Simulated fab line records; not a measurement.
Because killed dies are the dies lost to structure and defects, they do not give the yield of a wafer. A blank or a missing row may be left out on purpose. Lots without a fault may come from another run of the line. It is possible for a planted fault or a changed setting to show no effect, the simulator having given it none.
fab line records | flow n5_finfet
[record] lots = 7 wafers = 21
route steps=1938 shown BEOL_M5@1145 BEOL_M6@1204 BEOL_M8@1332
start_h: hours from the record's opening day to when the first of the lot's shown wafers began | wait_h: how many hours have passed since the lot's step before this one | " same as the row above | L1.1+2: several wafers, shown together as one row | - value missing, or start not given | * or withheld: withheld | < > ~ a bound
route shown NAME@n: a module of which the file shows steps, and the number in the route of the first | usual: the fault-free wafers' mean and standard deviation | same: alike in all rows | chamber/n: place in a boat | sites: per-site readings | _std_site: the values' standard deviation | _edge_site: outer sites' mean less inner sites' | radius_mm: for every site, how far away it sits from the centre of the wafer | mask NAME#n: copy n | behind: the tool/chamber that last shaped the wafer | hold: why the lot was held/for how many hours/how that ended | device: which transistor (n, p or np) failed to switch | end of line: the same wafers' tests at the end of the route | step lacking rows: just its recipe | killed: count of dies lost to structure and defects at first sort (not the wafer's yield) | map: per-die view of a wafer (x killed, . not killed, _ where there is no die)
set.NAME: the setting that was run; set.NAME@STEP: the one run at that earlier step | model.NAME: the simulator's own value behind a step, which no gauge read
lots with deliberately changed settings; one table per step, one row per wafer
[[steps]]
[step N5_BEOL_M5_EXPOSE_25]
[recipe] mask_id = V4 na = 0.33 source_shape = quasar sigma_inner = 0.2 sigma_outer = 0.6 polarization = unpolarized defocus_nm = 10 dose_mj = 52.75
// columns lot.wafer tool chamber start_h wait_h mask set.dose_mj
L076.3+5 euv_scanner-01 0 178.07 - V4#0 53.81
L076.6 " 0 " " V4#0 52.75
L080.2+6 euv_scanner-02 0 202.80 - V4#0 50.84
L080.5 " 0 " " V4#0 52.75
L082.3 euv_scanner-01 0 205.47 - V4#0 52.75
L082.5+6 " 0 " " V4#0 50.26
L084.1+6 euv_scanner-01 0 217.79 - V4#0 53.75
L084.2 " 0 " " V4#0 52.75
L094.1+4+5 euv_scanner-02 0 297.27 - V4#0 52.75
L089.1+4+6 euv_scanner-01 0 308.68 - V4#0 52.75
L091.3+4+5 euv_scanner-01 0 317.91 - V4#0 52.75
[step N5_BEOL_M5_PEB_26]
[recipe] peb_temp_c = 100 peb_time_s = 60 resist = CAR-EUV
[step N5_BEOL_M5_DEVELOP_27]
[recipe] develop_time_s = 30 developer = TMAH resist = CAR-EUV rinse_liquid = surfactant_rinse dry = air_spin dev_temp_c = 23
[step N5_BEOL_M5_CD_MEAS_28]
[recipe] target_cd_nm = 30.6 landing_energy_ev = 500 detector = se_inlens target_cd_y_nm = 20 polarity = opening
[usual] cd_nm = 30.68/0.25
// columns lot.wafer tool chamber start_h wait_h set.dose_mj@BEOL_M5_EXPOSE_25 cd_nm
L076.3 cd_sem-02 0 178.19 - 53.81 30.95
L076.5 " 0 " " 53.81 30.71
L076.6 " 0 " " 52.75 30.35
L080.2 cd_sem-03 0 202.93 - 50.84 29.96
L080.5 " 0 " " 52.75 30.82
L080.6 " 0 " " 50.84 29.66
L082.3 cd_sem-02 0 205.60 - 52.75 30.86
L082.5 " 0 " " 50.26 29.40
L082.6 " 0 " " 50.26 29.43
L084.1 cd_sem-01 0 217.93 - 53.75 30.76
L084.2 " 0 " " 52.75 30.77
L084.6 " 0 " " 53.75 30.87
L094.1 cd_sem-02 0 297.41 - 52.75 30.70
L094.4 " 0 " " 52.75 31.05
L094.5 " 0 " " 52.75 30.82
L089.1 cd_sem-01 0 308.82 - 52.75 30.43
L089.4 " 0 " " 52.75 30.09
L089.6 " 0 " " 52.75 30.52
L091.3 cd_sem-01 0 318.03 - 52.75 30.60
L091.4 " 0 " " 52.75 30.85
L091.5 " 0 " " 52.75 30.61
[step N5_BEOL_M5_DESCUM_33]
[recipe] chemistry = O2 time_s = 7 source_power_w = 50 bias_power_w = 20 pressure_mtorr = 20 rf_frequency_hz = 2.712e+07 temp_c = 40 resist = CAR-EUV o2_flow_sccm = 225
[step N5_BEOL_M5_ETCH_75]
[recipe] chemistry = N2/H2 target = underlayer target_depth_a = 65 mask_material = CAR-EUV time_s = 5.2 ion_energy_ev = 200 pressure_mtorr = 30 source_w = 840 bias_w = 150 n2_flow_sccm = 200 h2_flow_sccm = 200 ends = cleared
[step N5_BEOL_M5_ETCH_67]
[recipe] chemistry = CF4 target = SiARC target_depth_a = 156 mask_material = CAR-EUV time_s = 26 ion_energy_ev = 80 pressure_mtorr = 40 source_w = 545 bias_w = 36 Ar_flow_sccm = 100 cf4_flow_sccm = 100 ends = cleared
// columns lot.wafer tool chamber start_h wait_h set.spin_rpm@BEOL_M5_COAT_66 model.etch.depth_nm model.CAR-EUV_of_BEOL_M5_COAT_22.thk_nm
L076.3 rie_diel-01 2 178.39 0.0 1500 12.03 11.4
L076.5 " 2 " " 1500 12 11.2
L076.6 " 3 " " 1500 12.03 11.2
L080.2 rie_diel-01 1 203.11 0.0 1500 12.03 11.2
L080.5 " 2 " " 1500 12 11.4
L080.6 " 1 " " 1500 12.04 11.2
L082.3 rie_diel-05 0 205.92 0.0 1615 11.61 11.6
L082.5 " 3 " " 1615 11.6 11.6
L082.6 " 2 " " 1500 12.08 11.2
L084.1 rie_diel-01 3 218.10 0.0 1500 12.03 11
L084.2+6 " 0 " " 1500 12.01 11.2
L094.1 rie_diel-01 0 297.58 0.0 1500 11.98 11.2
L094.4 " 2 " " 1500 12.01 11.2
L094.5 " 0 " " 1500 12.03 11
L089.1 rie_diel-01 2 308.99 0.0 1335 12.7 10.6
L089.4 " 3 " " 1335 12.73 10.4
L089.6 " 0 " " 1500 11.98 11.2
L091.3 rie_diel-06 0 318.20 0.0 1500 12.02 11.2
L091.4 " 2 " " 1500 12.03 11.2
L091.5 " 0 " " 1375 12.54 10.8
[step N5_BEOL_M5_ETCH_68]
[recipe] chemistry = N2/H2 target = SOC target_depth_a = 800 overetch_a = 160 mask_material = SiARC temp_c = 40 time_s = 120 ion_energy_ev = 200 pressure_mtorr = 30 source_w = 840 bias_w = 150 n2_flow_sccm = 200 h2_flow_sccm = 200
// columns lot.wafer tool chamber start_h wait_h set.spin_rpm@BEOL_M5_COAT_66 model.SiARC_of_BEOL_M5_COAT_66.thk_nm
L076.3+5+6 rie_diel-01 2,2,3 178.42 0.0 1500 6.4
L080.2+6 rie_diel-01 1 203.13 0.0 1500 6.2
L080.5 " 2 " " 1500 6.4
L082.3 rie_diel-05 0 205.94 0.0 1615 5.8
L082.5 " 3 " " 1615 6.2
L082.6 " 2 " " 1500 6.6
L084.1+2 rie_diel-01 3,0 218.13 0.0 1500 6.4
L084.6 " 0 " " 1500 6.2
L094.1+4+5 rie_diel-01 0,2,0 297.61 0.0 1500 6.4
L089.1 rie_diel-01 2 309.02 0.0 1335 7
L089.4 " 3 " " 1335 6.8
L089.6 " 0 " " 1500 6.2
L091.3 rie_diel-06 0 318.23 0.0 1500 6.6
L091.4 " 2 " " 1500 6.4
L091.5 " 0 " " 1375 7.2
[step N5_BEOL_M6_EXPOSE_08]
[recipe] mask_id = M6 na = 1.35 source_shape = dipole sigma_inner = 0.817 sigma_outer = 0.97 polarization = te dose_mj = 68.25
// columns lot.wafer tool chamber start_h wait_h mask set.dose_mj
L076.3+6 arfi_scanner-02 0 188.59 - M6#0 65.93
L076.5 " 0 " " M6#0 68.25
L080.2+5+6 arfi_scanner-01 0 211.42 - M6#0 68.25
L082.3+5+6 arfi_scanner-01 0 214.64 - M6#0 68.25
L084.1+2+6 arfi_scanner-03 0 226.66 - M6#0 68.25
L094.1+4+5 arfi_scanner-02 0 309.94 - M6#0 68.25
L089.1+6 arfi_scanner-03 0 319.03 - M6#0 66.87
L089.4 " 0 " " M6#0 68.25
L091.3 arfi_scanner-02 0 329.37 - M6#0 68.25
L091.4+5 " 0 " " M6#0 73.25
[step N5_BEOL_M6_PEB_09]
[recipe] peb_temp_c = withheld peb_time_s = 60 resist = CAR-ArF
[step N5_BEOL_M6_DEVELOP_10]
[recipe] develop_time_s = 30 developer = TMAH resist = CAR-ArF rinse_liquid = diw dry = air_spin dev_temp_c = 23
[step N5_BEOL_M6_CD_MEAS_11]
[recipe] target_cd_nm = 38.5 landing_energy_ev = 500 detector = se_inlens polarity = opening
[usual] cd_nm = 38.6/0.52
// columns lot.wafer tool chamber start_h wait_h set.dose_mj@BEOL_M6_EXPOSE_08 cd_nm
L076.3 cd_sem-01 0 188.71 - 65.93 37.4
L076.5 " 0 " " 68.25 38.3
L076.6 " 0 " " 65.93 37.5
L080.2 cd_sem-02 0 211.55 - 68.25 39.2
L080.5 " 0 " " 68.25 38.9
L080.6 " 0 " " 68.25 38.4
L082.3 cd_sem-02 0 214.76 - 68.25 39.2
L082.5 " 0 " " 68.25 38.7
L082.6 " 0 " " 68.25 38.3
L084.1 cd_sem-03 0 226.79 - 68.25 38.7
L084.2 " 0 " " 68.25 38.5
L084.6 " 0 " " 68.25 38.0
L094.1 cd_sem-01 0 310.07 - 68.25 38.1
L094.4 " 0 " " 68.25 38.1
L094.5 " 0 " " 68.25 38.2
L089.1 cd_sem-02 0 319.16 - 66.87 38.2
L089.4 " 0 " " 68.25 39.2
L089.6 " 0 " " 66.87 37.2
L091.3 cd_sem-02 0 329.49 - 68.25 38.0
L091.4 " 0 " " 73.25 41.7
L091.5 " 0 " " 73.25 42.4
[step N5_BEOL_M6_DESCUM_16]
[recipe] chemistry = O2 time_s = 7.9 source_power_w = 50 bias_power_w = 20 pressure_mtorr = 20 rf_frequency_hz = 2.712e+07 temp_c = 40 resist = CAR-ArF o2_flow_sccm = 225
[step N5_BEOL_M6_ETCH_61]
[recipe] chemistry = CF4 target = SiARC target_depth_a = 455 mask_material = CAR-ArF time_s = 75.8 ion_energy_ev = 80 pressure_mtorr = 40 source_w = 545 bias_w = 36 Ar_flow_sccm = 100 cf4_flow_sccm = 100 ends = cleared
// columns lot.wafer tool chamber start_h wait_h set.dose_mj@BEOL_M6_EXPOSE_08 model.BEOL_M6.cd_offset_nm
L076.3+6 rie_diel-02 2,0 190.90 0.0 65.93 -1.2
L076.5 " 1 " " 68.25 -0.2
L080.2 rie_diel-02 2 211.67 0.0 68.25 0.6
L080.5 " 0 " " 68.25 -0.2
L080.6 " 1 " " 68.25 0
L082.3 rie_diel-04 2 214.88 0.0 68.25 0.6
L082.5+6 " 1,2 " " 68.25 0
L084.1 rie_diel-04 2 227.24 0.0 68.25 0.4
L084.2 " 0 " " 68.25 0
L084.6 " 2 " " 68.25 -0.2
L094.1+4 rie_diel-02 3,1 310.19 0.0 68.25 -0.2
L094.5 " 0 " " 68.25 -0.8
L089.1 rie_diel-02 1 319.28 0.0 66.87 -0.2
L089.4 " 2 " " 68.25 0.4
L089.6 " 1 " " 66.87 -1
L091.3 rie_diel-03 3 329.61 0.0 68.25 -0.4
L091.4 " 3 " " 73.25 3.4
L091.5 " 1 " " 73.25 3.6
[step N5_BEOL_M6_ETCH_62]
[recipe] chemistry = N2/H2 target = SOC target_depth_a = 1100 overetch_a = 220 mask_material = SiARC temp_c = 40 time_s = 165 ion_energy_ev = 200 pressure_mtorr = 30 source_w = 840 bias_w = 150 n2_flow_sccm = 200 h2_flow_sccm = 200
// columns lot.wafer tool chamber start_h wait_h set.dose_mj@BEOL_M6_EXPOSE_08 model.BEOL_M6.cd_offset_nm
L076.3 rie_diel-02 2 190.96 0.0 65.93 -1.2
L076.5 " 1 " " 68.25 0
L076.6 " 0 " " 65.93 -1
L080.2 rie_diel-02 2 211.72 0.0 68.25 0.8
L080.5 " 0 " " 68.25 0
L080.6 " 1 " " 68.25 -0.2
L082.3 rie_diel-04 2 214.93 0.0 68.25 0.6
L082.5 " 1 " " 68.25 -0.2
L082.6 " 2 " " 68.25 0.2
L084.1 rie_diel-04 2 227.30 0.0 68.25 0.4
L084.2 " 0 " " 68.25 0
L084.6 " 2 " " 68.25 -0.2
L094.1+4 rie_diel-02 3,1 310.25 0.0 68.25 -0.4
L094.5 " 0 " " 68.25 -0.8
L089.1 rie_diel-02 1 319.34 0.0 66.87 -0.2
L089.4 " 2 " " 68.25 0.8
L089.6 " 1 " " 66.87 -1
L091.3 rie_diel-03 3 329.66 0.0 68.25 -0.4
L091.4 " 3 " " 73.25 3.6
L091.5 " 1 " " 73.25 4
[step N5_BEOL_M6_STRIP_68]
[recipe] chemistry = N2/H2 temp_c = 40 n2_flow_sccm = 200 h2_flow_sccm = 200 rf_frequency_hz = 6e+07
[step N5_BEOL_M6_STRIP_67]
[recipe] chemistry = CF4 resist = SiARC power_w = 300 bias_power_w = 75 pressure_mtorr = 50 cf4_flow_sccm = 150 rf_frequency_hz = 6e+07
[step N5_BEOL_M6_HM_OPEN_17]
[recipe] chemistry = Cl2/BCl3 target_depth_a = 200 overetch_a = 60 target = TiN mask_material = SOC ion_energy_ev = 150 pressure_mtorr = 10 icp_w = 1000 bias_w = 126 Cl2_flow_sccm = 53.25 bcl3_flow_sccm = 21.75 Ar_flow_sccm = 25
// columns lot.wafer tool chamber start_h wait_h set.dose_mj@BEOL_M6_EXPOSE_08 model.BEOL_M6.cd_offset_nm
L076.3+6 rie_metal-03 1,0 191.17 0.1 65.93 -1
L076.5 " 1 " " 68.25 0.2
L080.2 rie_metal-02 0 211.91 0.0 68.25 1
L080.5+6 " 1,0 " " 68.25 0
L082.3 rie_metal-01 0 215.15 0.1 68.25 0.6
L082.5 " 0 " " 68.25 -0.2
L082.6 " 1 " " 68.25 0.2
L084.1 rie_metal-03 0 227.49 0.0 68.25 0.6
L084.2 " 0 " " 68.25 0.2
L084.6 " 0 " " 68.25 0
L094.1 rie_metal-02 0 310.44 0.0 68.25 -0.4
L094.4 " 0 " " 68.25 -0.2
L094.5 " 1 " " 68.25 -0.8
L089.1 rie_metal-02 1 319.53 0.0 66.87 0
L089.4 " 0 " " 68.25 1
L089.6 " 0 " " 66.87 -1
L091.3 rie_metal-01 0 329.88 0.1 68.25 -0.4
L091.4 " 1 " " 73.25 3.6
L091.5 " 1 " " 73.25 4
[step N5_BEOL_M6_STRIP_19]
[recipe] chemistry = O2 power_w = 400 temp_c = 40 pressure_mtorr = 30 rf_frequency_hz = 6e+07 bias_power_w = 0 overash_fraction = 0.2 o2_flow_sccm = 225
[step N5_BEOL_M6_CD_MEAS_18]
[recipe] pitch_nm = 80 target_cd_nm = 40
[usual] cd_nm = 40.2/0.56
// columns lot.wafer tool chamber start_h wait_h set.dose_mj@BEOL_M6_EXPOSE_08 cd_nm
L076.3 cd_sem-01 - 191.46 0.1 65.93 38.9
L076.5 " - " " 68.25 40.1
L076.6 " - " " 65.93 39.0
L080.2 cd_sem-01 - 212.09 0.1 68.25 41.0
L080.5 " - " " 68.25 39.9
L080.6 " - " " 68.25 39.8
L082.3 cd_sem-02 - 215.30 0.1 68.25 40.5
L082.5 " - " " 68.25 40.2
L082.6 " - " " 68.25 40.2
L084.1 cd_sem-03 - 227.86 0.0 68.25 40.5
L084.2 " - " " 68.25 40.2
L084.6 " - " " 68.25 40.0
L094.1 cd_sem-03 - 310.62 0.0 68.25 39.3
L094.4 " - " " 68.25 39.6
L094.5 " - " " 68.25 39.1
L089.1 cd_sem-02 - 319.71 0.0 66.87 39.5
L089.4 " - " " 68.25 41.1
L089.6 " - " " 66.87 38.8
L091.3 cd_sem-01 - 330.03 0.1 68.25 40.1
L091.4 " - " " 73.25 43.7
L091.5 " - " " 73.25 43.6
[step N5_BEOL_M6_COAT_63]
[recipe] resist = SOC temp_c = 250 time_s = 60 spin_rpm = 1500 resist_thk_nm = 60
[step N5_BEOL_M6_COAT_64]
[recipe] resist = SiARC temp_c = 220 time_s = 60 spin_rpm = 1500 resist_thk_nm = 12
[step N5_BEOL_M6_PRECLEAN_42]
[recipe] chemistry = residue_remover time_s = 60 temp_c = 40
[step N5_BEOL_M6_SRD_43]
[recipe] time_s = 30 temp_c = 23 rinse_liquid = diw dry = ipa_marangoni
[step N5_BEOL_M6_CD_MEAS_35]
[recipe] target_cd_nm = 40 target_cd_y_nm = 28 polarity = opening
[usual] cd_nm = 40.2/0.6
// columns lot.wafer tool chamber start_h wait_h set.dose_mj@BEOL_M6_EXPOSE_08 cd_nm
L076.3 cd_sem-01 - 193.47 0.0 65.93 38.8
L076.5 " - " " 68.25 40.3
L076.6 " - " " 65.93 39.3
L080.2 cd_sem-02 - 213.10 0.0 68.25 41.0
L080.5 " - " " 68.25 40.0
L080.6 " - " " 68.25 39.8
L082.3 cd_sem-03 - 216.33 0.0 68.25 40.6
L082.5 " - " " 68.25 39.9
L082.6 " - " " 68.25 40.1
L084.1 cd_sem-03 - 229.25 0.0 68.25 40.5
L084.2 " - " " 68.25 40.4
L084.6 " - " " 68.25 39.6
L094.1 cd_sem-03 - 312.20 0.0 68.25 39.5
L094.4 " - " " 68.25 39.8
L094.5 " - " " 68.25 39.5
L089.1 cd_sem-02 - 320.72 0.0 66.87 39.9
L089.4 " - " " 68.25 40.7
L089.6 " - " " 66.87 39.0
L091.3 cd_sem-03 - 335.46 0.0 68.25 39.8
L091.4 " - " " 73.25 43.8
L091.5 " - " " 73.25 44.1
[step N5_BEOL_M8_ILD_DEP_00]
[recipe] material = SiCOH_lowk target_thk_a = 1797.5 temp_c = 300 precursor = DEMS/porogen pressure_torr = 5 rf_w = 500 time_s = 33.4
// columns lot.wafer tool chamber start_h wait_h set.time_s model.SiCOH_lowk_of_BEOL_M8_ILD_DEP_00.thk_nm
L076.3 pecvd-02 1 203.29 0.0 28.95 159.2
L076.5 " 1 " " 28.95 161.6
L076.6 " 0 " " 33.4 182.2
L080.2 pecvd-04 1 221.01 0.0 33.4 177
L080.5 " 0 " " 33.4 179.2
L080.6 " 1 " " 33.4 178
L082.3 pecvd-02 2 223.75 0.0 33.4 179
L082.5 " 2 " " 38.33 205
L082.6 " 1 " " 38.33 207.8
L084.1 pecvd-04 0 237.35 0.0 33.4 175.8
L084.2 " 2 " " 38.21 199.4
L084.6 " 1 " " 38.21 203.2
L094.1 pecvd-02 2 321.02 0.0 33.4 178
L094.4 " 0 " " 33.4 182.8
L094.5 " 2 " " 33.4 181.4
L089.1 pecvd-04 0 331.91 0.0 29.4 155.8
L089.4 " 2 " " 29.4 160.2
L089.6 " 1 " " 33.4 179.6
L091.3 pecvd-02 0 344.55 0.0 36.7 193.8
L091.4 " 1 " " 36.7 199
L091.5 " 0 " " 33.4 182
[step N5_BEOL_M8_CURE_74]
[recipe] temp_c = 385 time_s = 240 ambient = He/Ar material = SiCOH_lowk
// columns lot.wafer tool chamber start_h wait_h set.time_s@BEOL_M8_ILD_DEP_00 model.SiCOH_lowk_of_BEOL_M8_ILD_DEP_00.thk_nm
L076.3 uv_cure-03 0 203.51 0.2 28.95 137.2
L076.5 " 0 " " 28.95 139.2
L076.6 " 0 " " 33.4 157.2
L080.2 uv_cure-03 0 221.18 0.1 33.4 152.6
L080.5 " 0 " " 33.4 154.6
L080.6 " 0 " " 33.4 153.4
L082.3 uv_cure-03 0 223.98 0.2 33.4 154.2
L082.5 " 0 " " 38.33 177
L082.6 " 0 " " 38.33 179.4
L084.1 uv_cure-03 1 237.41 0.0 33.4 151.4
L084.2 " 1 " " 38.21 172.2
L084.6 " 1 " " 38.21 175.4
L094.1 uv_cure-03 1 321.20 0.2 33.4 153.6
L094.4 " 1 " " 33.4 157.6
L094.5 " 1 " " 33.4 156.4
L089.1 uv_cure-01 2 331.97 0.0 29.4 134.2
L089.4 " 2 " " 29.4 138
L089.6 " 2 " " 33.4 155
L091.3 uv_cure-03 1 344.77 0.2 36.7 167.4
L091.4 " 1 " " 36.7 171.8
L091.5 " 1 " " 33.4 157
[step N5_BEOL_M8_THK_MEAS_01]
[recipe] reads = SiCOH_lowk_of_BEOL_M8_ILD_DEP_00
[usual] M8_ILD_THK = 154.9/2.1
// columns lot.wafer tool chamber start_h wait_h set.time_s@BEOL_M8_ILD_DEP_00 M8_ILD_THK[nm]
L076.3 film_metro-02 - 203.87 0.3 28.95 137.2
L076.5 " - " " 28.95 139.3
L076.6 " - " " 33.4 157.2
L080.2 film_metro-01 - 221.61 0.4 33.4 152.6
L080.5 " - " " 33.4 154.5
L080.6 " - " " 33.4 153.5
L082.3 film_metro-01 - 224.33 0.3 33.4 154.4
L082.5 " - " " 38.33 176.6
L082.6 " - " " 38.33 179.4
L084.1 film_metro-02 - 237.92 0.4 33.4 151.5
L084.2 " - " " 38.21 172.2
L084.6 " - " " 38.21 175.4
L094.1 film_metro-01 - 321.71 0.4 33.4 153.5
L094.4 " - " " 33.4 157.8
L094.5 " - " " 33.4 156.3
L089.1 film_metro-02 - 332.49 0.4 29.4 134.0
L089.4 " - " " 29.4 138.0
L089.6 " - " " 33.4 154.9
L091.3 film_metro-01 - 345.13 0.3 36.7 167.4
L091.4 " - " " 36.7 171.8
L091.5 " - " " 33.4 156.9
[[key]]
[split] step = N5_BEOL_M5_EXPOSE_25 setting = dose_mj stated = 52.75 by = wafer
[response] step = N5_BEOL_M5_CD_MEAS_28 reading = cd_nm change = +0.268 per = 1% r = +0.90
[split] step = N5_BEOL_M6_EXPOSE_08 setting = dose_mj stated = 68.25 by = wafer
[response] step = N5_BEOL_M6_CD_MEAS_11 reading = cd_nm change = +0.513 per = 1% r = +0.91
[response] step = N5_BEOL_M6_ETCH_61 reading = model.BEOL_M6.cd_offset_nm change = +0.49 per = 1% r = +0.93
[response] step = N5_BEOL_M6_ETCH_62 reading = model.BEOL_M6.cd_offset_nm change = +0.539 per = 1% r = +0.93
[response] step = N5_BEOL_M6_HM_OPEN_17 reading = model.BEOL_M6.cd_offset_nm change = +0.547 per = 1% r = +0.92
[response] step = N5_BEOL_M6_CD_MEAS_18 reading = cd_nm change = +0.486 per = 1% r = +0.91
[response] step = N5_BEOL_M6_CD_MEAS_35 reading = cd_nm change = +0.54 per = 1% r = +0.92
[split] step = N5_BEOL_M8_ILD_DEP_00 setting = time_s stated = 33.4 by = wafer
[response] step = N5_BEOL_M8_ILD_DEP_00 reading = model.SiCOH_lowk_of_BEOL_M8_ILD_DEP_00.thk_nm change = +1.73 per = 1% r = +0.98
[response] step = N5_BEOL_M8_CURE_74 reading = model.SiCOH_lowk_of_BEOL_M8_ILD_DEP_00.thk_nm change = +1.52 per = 1% r = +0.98
[response] step = N5_BEOL_M8_THK_MEAS_01 reading = M8_ILD_THK change = +1.51 per = 1% r = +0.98
split outside_this_file step=N5_BEOL_M5_COAT_66 setting=spin_rpm
// split outside_this_file: this setting was split too, and the file shows its column; the key of that split is in another file
